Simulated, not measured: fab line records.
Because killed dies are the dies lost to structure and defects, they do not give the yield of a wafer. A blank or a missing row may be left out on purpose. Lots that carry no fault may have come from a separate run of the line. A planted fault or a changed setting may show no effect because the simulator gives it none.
Chamber matching    flow nand_harc    NHARC_P_GATE_DESCUM_48 on rie_diel-10 has 4 sister chambers
The step chemistry O2, time 3 s. 20 wafers are shown with their chamber, then 10 later ones without.

WAFERS, EACH WITH ITS CHAMBER
wafer   chamber  drypump_motor_current_A (A)  oes_product_au (a.u.)  rf_vpp_V (V)
L076.2  2        5.5                          0.986                  58.0
L076.4  0        5.4                          0.981                  57.8
L076.6  1        6.0                          1.009                  58.1
L077.1  0        5.4                          1.017                  59.4
L077.4  3        5.8                          1.007                  58.5
L077.6  0        5.4                          1.005                  58.0
L079.2  3        5.7                          1.003                  58.3
L079.4  0        5.4                          1.008                  57.1
L079.6  1        6.0                          1.011                  56.4
L084.1  1        6.0                          1.021                  56.8
L084.3  2        5.5                          0.989                  58.1
L084.5  2        5.5                          0.994                  58.1
L085.2  2        5.5                          1.000                  58.8
L085.4  1        6.0                          1.011                  57.9
L085.5  3        5.7                          1.016                  58.3
L088.2  3        5.7                          1.010                  58.7
L088.4  0        5.3                          0.994                  59.3
L088.6  3        5.8                          1.013                  57.5
L090.1  0        5.4                          0.991                  58.8
L090.4  1        6.0                          0.997                  57.5

SIGNATURES (means of the wafers above)
reading                  chamber 0  chamber 1  chamber 2  chamber 3  scatter within a chamber
drypump_motor_current_A  5.383      6.000      5.500      5.740      0.0356
oes_product_au           0.99933    1.00980    0.99225    1.00980    0.00923
rf_vpp_V                 58.400     57.340     58.250     58.260     0.685
Rule: for a wafer and a chamber, the distance is found by dividing, reading by reading, the gap between the wafer's reading and the chamber's mean by the reading's scatter, squaring, summing and taking the root. The wafer belongs to the nearest chamber; if the next one is less than 2 further off, it can't be placed. The scatter is the square root of a quotient: the sum, over the shown wafers, of each reading's squared deviation from its chamber's mean, divided by wafers minus chambers.

WAFERS WITH NO CHAMBER GIVEN
wafer   drypump_motor_current_A (A)  oes_product_au (a.u.)  rf_vpp_V (V)
L090.5  5.5                          0.994                  58.2
L092.4  5.4                          0.997                  56.9
L092.5  5.7                          1.015                  57.9
L092.6  5.4                          1.000                  57.4
L094.1  5.4                          1.000                  57.3
L094.4  6.0                          0.997                  57.0
L094.5  5.3                          0.990                  57.7
L095.1  5.8                          1.003                  58.9
L095.3  5.5                          0.982                  58.6
L095.4  6.0                          1.007                  56.6

THE CHAMBER EACH PASSED THROUGH
wafer   from the rows above      in truth
L090.5  2                        2
L092.4  can't be placed: 0 or 2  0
L092.5  3                        3
L092.6  can't be placed: 0 or 2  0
L094.1  can't be placed: 0 or 2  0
L094.4  1                        1
L094.5  0                        0
L095.1  3                        3
L095.3  2                        2
L095.4  1                        1
7 of 10 placed correctly. Unplaceable from these rows: 3, with the true chamber sitting among the candidates in 3. Wrongly placed: 0.
